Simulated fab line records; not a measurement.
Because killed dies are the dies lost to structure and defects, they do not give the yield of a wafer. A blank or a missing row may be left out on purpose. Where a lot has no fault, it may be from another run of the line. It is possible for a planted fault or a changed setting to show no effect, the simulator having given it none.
Which tool is to blame? + flow nand-harc + Sampling: 24 lots, 72 wafers, 6 of 1302 route steps

WHAT THE GAUGES READ, wafer by wafer
NHARC_P_M1_INSPECT_11.
| lot  | measured     | on                | raw-defect-count |
|------|--------------|-------------------|------------------|
| L074 | day 6 05:28  | defect-inspect-01 | 6 3 5            |
| L075 | day 6 11:19  | defect-inspect-02 | 1 3 2            |
| L076 | day 6 23:58  | defect-inspect-01 | 2 4 5            |
| L077 | day 7 17:31  | defect-inspect-02 | 8 1 0            |
| L078 | day 7 21:25  | defect-inspect-02 | 5 6 5            |
| L079 | day 8 09:13  | defect-inspect-01 | 2 7 3            |
| L080 | day 8 17:05  | defect-inspect-01 | 2 3 4            |
| L081 | day 9 05:16  | defect-inspect-02 | 2 5 6            |
| L082 | day 9 21:31  | defect-inspect-01 | 4 8 7            |
| L083 | day 10 01:59 | defect-inspect-01 | 3 9 5            |
| L084 | day 10 15:50 | defect-inspect-02 | 1 4 5            |
| L085 | day 10 16:50 | defect-inspect-01 | 9 6 7            |
| L086 | day 11 01:36 | defect-inspect-01 | 6 3 5            |
| L087 | day 11 19:53 | defect-inspect-01 | 4 10 9           |
| L088 | day 12 07:39 | defect-inspect-01 | 9 5 7            |
| L089 | day 12 11:18 | defect-inspect-01 | 6 7 5            |
| L091 | day 13 08:10 | defect-inspect-02 | 6 10 5           |
| L090 | day 13 09:20 | defect-inspect-02 | 6 6 5            |
| L093 | day 14 00:54 | defect-inspect-02 | 3 5 2            |
| L092 | day 14 01:10 | defect-inspect-02 | 5 8 4            |
| L094 | day 14 15:49 | defect-inspect-02 | 1 1 5            |
| L095 | day 15 05:31 | defect-inspect-01 | 0 1 4            |
| L096 | day 15 13:24 | defect-inspect-02 | 2 3 3            |
| L097 | day 16 02:24 | defect-inspect-01 | 3 4 5            |

NHARC_P_M2_CD_MEAS_09: target cd 170 nm.
| lot  | measured     | on        | cd-nm (nm)        |
|------|--------------|-----------|-------------------|
| L074 | day 6 09:29  | cd-sem-02 | 171.0 171.2 171.1 |
| L075 | day 6 15:23  | cd-sem-01 | 168.8 169.9 170.1 |
| L076 | day 7 04:01  | cd-sem-02 | 169.4 171.2 169.9 |
| L077 | day 7 21:28  | cd-sem-02 | 170.6 170.8 170.3 |
| L078 | day 8 01:26  | cd-sem-03 | 170.4 170.0 169.6 |
| L079 | day 8 13:07  | cd-sem-01 | 168.9 169.5 168.8 |
| L080 | day 8 21:16  | cd-sem-03 | 169.3 169.1 169.7 |
| L081 | day 9 09:18  | cd-sem-02 | 170.7 170.8 170.6 |
| L082 | day 10 01:32 | cd-sem-01 | 170.5 170.0 170.4 |
| L083 | day 10 06:10 | cd-sem-01 | 170.3 171.4 170.1 |
| L084 | day 10 20:04 | cd-sem-01 | 169.5 169.9 170.5 |
| L085 | day 10 20:52 | cd-sem-03 | 169.4 170.4 170.0 |
| L086 | day 11 06:04 | cd-sem-02 | 170.2 170.3 170.6 |
| L087 | day 11 23:47 | cd-sem-02 | 168.5 168.3 168.2 |
| L088 | day 12 12:55 | cd-sem-01 | 169.9 170.2 170.4 |
| L089 | day 12 15:25 | cd-sem-02 | 171.1 171.3 170.9 |
| L091 | day 13 12:17 | cd-sem-03 | 169.3 169.7 169.3 |
| L090 | day 13 13:14 | cd-sem-03 | 169.9 170.2 170.2 |
| L093 | day 14 04:47 | cd-sem-03 | 169.9 170.5 169.3 |
| L092 | day 14 05:11 | cd-sem-01 | 169.3 169.4 170.1 |
| L094 | day 14 20:01 | cd-sem-02 | 170.7 171.1 170.9 |
| L095 | day 15 09:59 | cd-sem-03 | 169.6 169.8 170.1 |
| L096 | day 15 17:18 | cd-sem-03 | 170.2 170.1 170.0 |
| L097 | day 16 06:18 | cd-sem-03 | 170.2 171.2 170.5 |

WHICH TOOL RAN EACH LOT (tool, then ch and the chambers of the sampled wafers, then the start)
| lot  | NHARC_P_M0_ETCH_15                            | NHARC_P_M1_PRE_CLEAN_30                 | NHARC_P_M1_PRE_CLEAN_32         | NHARC_P_M1_DEP_33               |
|------|-----------------------------------------------|-----------------------------------------|---------------------------------|---------------------------------|
| L074 | rie-diel-08 ch 0,1, day 6 05:28 or earlier    | pvd-sputter-02, day 6 08:11 or earlier  | pecvd-03 ch 0,1, day 6 08:11    | pecvd-03 ch 0,1, day 6 08:20    |
| L075 | rie-diel-03 ch 0,2,3, day 6 11:19 or earlier  | pvd-sputter-02, day 6 14:03 or earlier  | pecvd-04 ch 0,2, day 6 14:03    | pecvd-04 ch 0,2, day 6 14:08    |
| L076 | rie-diel-12 ch 1,2,3, day 6 23:58 or earlier  | pvd-sputter-02, day 7 02:43 or earlier  | pecvd-04 ch 1,2, day 7 02:43    | pecvd-04 ch 1,2, day 7 02:51    |
| L077 | rie-diel-12 ch 0,1, day 7 17:31 or earlier    | pvd-sputter-02, day 7 20:16 or earlier  | pecvd-02 ch 0,1, day 7 20:16    | pecvd-02 ch 0,1, day 7 20:20    |
| L078 | rie-diel-12 ch 0,1,2, day 7 21:25 or earlier  | pvd-sputter-03, day 8 00:07 or earlier  | pecvd-02 ch 0,1,2, day 8 00:07  | pecvd-02 ch 0,1,2, day 8 00:14  |
| L079 | rie-diel-03 ch 0,1,3, day 8 09:13 or earlier  | pvd-sputter-01, day 8 11:56 or earlier  | pecvd-04 ch 0,1,2, day 8 11:56  | pecvd-04 ch 0,1,2, day 8 12:05  |
| L080 | rie-diel-12 ch 1,2,3, day 8 17:05 or earlier  | pvd-sputter-01, day 8 19:57 or earlier  | pecvd-04 ch 0,1, day 8 19:57    | pecvd-04 ch 0,1, day 8 20:05    |
| L081 | rie-diel-12 ch 1,2, day 9 05:16 or earlier    | pvd-sputter-01, day 9 08:03 or earlier  | pecvd-03 ch 0,1,2, day 9 08:03  | pecvd-03 ch 0,1,2, day 9 08:13  |
| L082 | rie-diel-12 ch 1,2, day 9 21:31 or earlier    | pvd-sputter-03, day 10 00:15 or earlier | pecvd-02 ch 0,1,2, day 10 00:15 | pecvd-02 ch 0,1,2, day 10 00:23 |
| L083 | rie-diel-12 ch 0,1,2, day 10 01:59 or earlier | pvd-sputter-03, day 10 04:43 or earlier | pecvd-02 ch 1,2, day 10 04:43   | pecvd-02 ch 1,2, day 10 04:47   |
| L084 | rie-diel-08 ch 0,2,3, day 10 15:50 or earlier | pvd-sputter-03, day 10 18:32 or earlier | pecvd-04 ch 0,2, day 10 18:32   | pecvd-04 ch 0,2, day 10 18:37   |
| L085 | rie-diel-08 ch 1,2,3, day 10 16:50 or earlier | pvd-sputter-03, day 10 19:33 or earlier | pecvd-04 ch 1,2, day 10 19:33   | pecvd-04 ch 1,2, day 10 19:40   |
| L086 | rie-diel-08 ch 1,2, day 11 01:36 or earlier   | pvd-sputter-03, day 11 04:37 or earlier | pecvd-03 ch 0,1,2, day 11 04:37 | pecvd-03 ch 0,1,2, day 11 04:44 |
| L087 | rie-diel-03 ch 0,2,3, day 11 19:53 or earlier | pvd-sputter-03, day 11 22:36 or earlier | pecvd-02 ch 0,2, day 11 22:36   | pecvd-02 ch 0,2, day 11 22:43   |
| L088 | rie-diel-12 ch 0,2,3, day 12 07:39 or earlier | pvd-sputter-03, day 12 10:26 or earlier | pecvd-02 ch 1, day 12 10:26     | pecvd-02 ch 1, day 12 10:45     |
| L089 | rie-diel-08 ch 0,1, day 12 11:18 or earlier   | pvd-sputter-01, day 12 14:06 or earlier | pecvd-03 ch 0,1,2, day 12 14:06 | pecvd-03 ch 0,1,2, day 12 14:11 |
| L091 | rie-diel-12 ch 0,1,3, day 13 08:10 or earlier | pvd-sputter-03, day 13 10:58 or earlier | pecvd-02 ch 0,1, day 13 10:58   | pecvd-02 ch 0,1, day 13 11:05   |
| L090 | rie-diel-08 ch 0,3, day 13 09:20 or earlier   | pvd-sputter-01, day 13 12:04 or earlier | pecvd-02 ch 0,1, day 13 12:04   | pecvd-02 ch 0,1, day 13 12:13   |
| L093 | rie-diel-03 ch 1,2, day 14 00:54 or earlier   | pvd-sputter-03, day 14 03:37 or earlier | pecvd-02 ch 0,1, day 14 03:37   | pecvd-02 ch 0,1, day 14 03:41   |
| L092 | rie-diel-03 ch 2,3, day 14 01:10 or earlier   | pvd-sputter-02, day 14 03:59 or earlier | pecvd-02 ch 0,2, day 14 03:59   | pecvd-02 ch 0,2, day 14 04:04   |
| L094 | rie-diel-12 ch 1,2, day 14 15:49 or earlier   | pvd-sputter-01, day 14 18:35 or earlier | pecvd-03 ch 0,2, day 14 18:35   | pecvd-03 ch 0,2, day 14 18:43   |
| L095 | rie-diel-08 ch 0,2,3, day 15 05:31 or earlier | pvd-sputter-01, day 15 08:40 or earlier | pecvd-02 ch 0,1, day 15 08:40   | pecvd-02 ch 0,1, day 15 08:46   |
| L096 | rie-diel-08 ch 1,2, day 15 13:24 or earlier   | pvd-sputter-01, day 15 16:08 or earlier | pecvd-03 ch 0,1,2, day 15 16:08 | pecvd-03 ch 0,1,2, day 15 16:18 |
| L097 | rie-diel-12 ch 0,1,2, day 16 02:24 or earlier | pvd-sputter-01, day 16 05:07 or earlier | pecvd-02 ch 0,1, day 16 05:07   | pecvd-02 ch 0,1, day 16 05:13   |
- NHARC_P_M0_ETCH_15: etches the open film in C4F8/Ar, target depth 150 nm, overetch 15 nm, time 82.5 s.
- NHARC_P_M1_PRE_CLEAN_30: time 30 s.
- NHARC_P_M1_PRE_CLEAN_32: time 12 s.
- NHARC_P_M1_DEP_33: deposits SiCN, target thk 30 nm.

WHAT THE TOOLS THEMSELVES READ (means of the sampled wafers that have a number; where no wafer has one, the mark that the record gives instead)
NHARC_P_M0_ETCH_15.
| lot  | tool        | oes-product-au (a.u.) | rf-vpp-V (V) |
|------|-------------|-----------------------|--------------|
| L074 | rie-diel-08 | 0.927                 | 444.6        |
| L075 | rie-diel-03 | 0.980                 | 439.3        |
| L076 | rie-diel-12 | 0.978                 | 444.0        |
| L077 | rie-diel-12 | 0.965                 | 440.1        |
| L078 | rie-diel-12 | 0.973                 | 441.8        |
| L079 | rie-diel-03 | 0.984                 | 439.0        |
| L080 | rie-diel-12 | 0.982                 | 443.5        |
| L081 | rie-diel-12 | 0.971                 | 444.0        |
| L082 | rie-diel-12 | 0.980                 | 443.7        |
| L083 | rie-diel-12 | 0.985                 | 440.8        |
| L084 | rie-diel-08 | 0.959                 | 440.9        |
| L085 | rie-diel-08 | 0.955                 | 441.8        |
| L086 | rie-diel-08 | 0.948                 | 442.4        |
| L087 | rie-diel-03 | 0.930                 | 439.0        |
| L088 | rie-diel-12 | 0.980                 | 441.5        |
| L089 | rie-diel-08 | 0.972                 | 443.4        |
| L091 | rie-diel-12 | 0.970                 | 439.1        |
| L090 | rie-diel-08 | 0.956                 | 441.8        |
| L093 | rie-diel-03 | 0.971                 | 440.6        |
| L092 | rie-diel-03 | 0.974                 | 443.8        |
| L094 | rie-diel-12 | 0.983                 | 443.1        |
| L095 | rie-diel-08 | 0.976                 | 440.8        |
| L096 | rie-diel-08 | 0.928                 | 442.9        |
| L097 | rie-diel-12 | 0.956                 | 441.2        |

NHARC_P_M1_PRE_CLEAN_30.
| lot  | tool           | heater-power-w (W) |
|------|----------------|--------------------|
| L074 | pvd-sputter-02 | 450                |
| L075 | pvd-sputter-02 | 429                |
| L076 | pvd-sputter-02 | 429                |
| L077 | pvd-sputter-02 | 454                |
| L078 | pvd-sputter-03 | 376                |
| L079 | pvd-sputter-01 | 372                |
| L080 | pvd-sputter-01 | 385                |
| L081 | pvd-sputter-01 | 386                |
| L082 | pvd-sputter-03 | 391                |
| L083 | pvd-sputter-03 | 387                |
| L084 | pvd-sputter-03 | 389                |
| L085 | pvd-sputter-03 | 388                |
| L086 | pvd-sputter-03 | 397                |
| L087 | pvd-sputter-03 | 400                |
| L088 | pvd-sputter-03 | 415                |
| L089 | pvd-sputter-01 | 384                |
| L091 | pvd-sputter-03 | 382                |
| L090 | pvd-sputter-01 | 414                |
| L093 | pvd-sputter-03 | 364                |
| L092 | pvd-sputter-02 | 422                |
| L094 | pvd-sputter-01 | 383                |
| L095 | pvd-sputter-01 | 415                |
| L096 | pvd-sputter-01 | 399                |
| L097 | pvd-sputter-01 | 395                |

NHARC_P_M1_PRE_CLEAN_32.
| lot  | tool     | heater-power-w (W) |
|------|----------|--------------------|
| L074 | pecvd-03 | 603                |
| L075 | pecvd-04 | 513                |
| L076 | pecvd-04 | 534                |
| L077 | pecvd-02 | 604                |
| L078 | pecvd-02 | 577                |
| L079 | pecvd-04 | 559                |
| L080 | pecvd-04 | 557                |
| L081 | pecvd-03 | 593                |
| L082 | pecvd-02 | 609                |
| L083 | pecvd-02 | 602                |
| L084 | pecvd-04 | 499                |
| L085 | pecvd-04 | 581                |
| L086 | pecvd-03 | 612                |
| L087 | pecvd-02 | 570                |
| L088 | pecvd-02 | 555                |
| L089 | pecvd-03 | 602                |
| L091 | pecvd-02 | 515                |
| L090 | pecvd-02 | 596                |
| L093 | pecvd-02 | 599                |
| L092 | pecvd-02 | 564                |
| L094 | pecvd-03 | 568                |
| L095 | pecvd-02 | 558                |
| L096 | pecvd-03 | 605                |
| L097 | pecvd-02 | 512                |

NHARC_P_M1_DEP_33.
| lot  | tool     | heater-power-w (W) |
|------|----------|--------------------|
| L074 | pecvd-03 | 533                |
| L075 | pecvd-04 | 518                |
| L076 | pecvd-04 | 528                |
| L077 | pecvd-02 | 495                |
| L078 | pecvd-02 | 555                |
| L079 | pecvd-04 | 489                |
| L080 | pecvd-04 | 507                |
| L081 | pecvd-03 | 538                |
| L082 | pecvd-02 | 503                |
| L083 | pecvd-02 | 591                |
| L084 | pecvd-04 | 455                |
| L085 | pecvd-04 | 582                |
| L086 | pecvd-03 | 511                |
| L087 | pecvd-02 | 527                |
| L088 | pecvd-02 | 477                |
| L089 | pecvd-03 | 526                |
| L091 | pecvd-02 | 498                |
| L090 | pecvd-02 | 529                |
| L093 | pecvd-02 | 491                |
| L092 | pecvd-02 | 538                |
| L094 | pecvd-03 | 535                |
| L095 | pecvd-02 | 464                |
| L096 | pecvd-03 | 539                |
| L097 | pecvd-02 | 498                |

THE ANSWER, worked out from the rows above alone
Rule: the lots themselves supply what counts as usual. Put in order of their means at a reading, lots are off if they are a third of the lots or fewer, leave a main group of 4 or more, and stand apart from it by a gap of 3 or more times the standard deviation of the main group's means; of several such gaps the widest counts. A main group whose means are all the same, to the digits that the tables above print for the reading, isn't used. Also off: a lot with no number at a reading for which 4 or more lots have one. Any other lot the step has rows for is counted as sound. Order of review: gauges by route order, followed by the tools' own readings, for which a lot's mean as printed above is used. The first step at which some lot is off is used, and at that step the reading that is off furthest; a lot without a number counts as furthest.
Nothing can be told from this: no lot is off at any reading shown.

WHAT THE SIMULATOR HAD INSERTED
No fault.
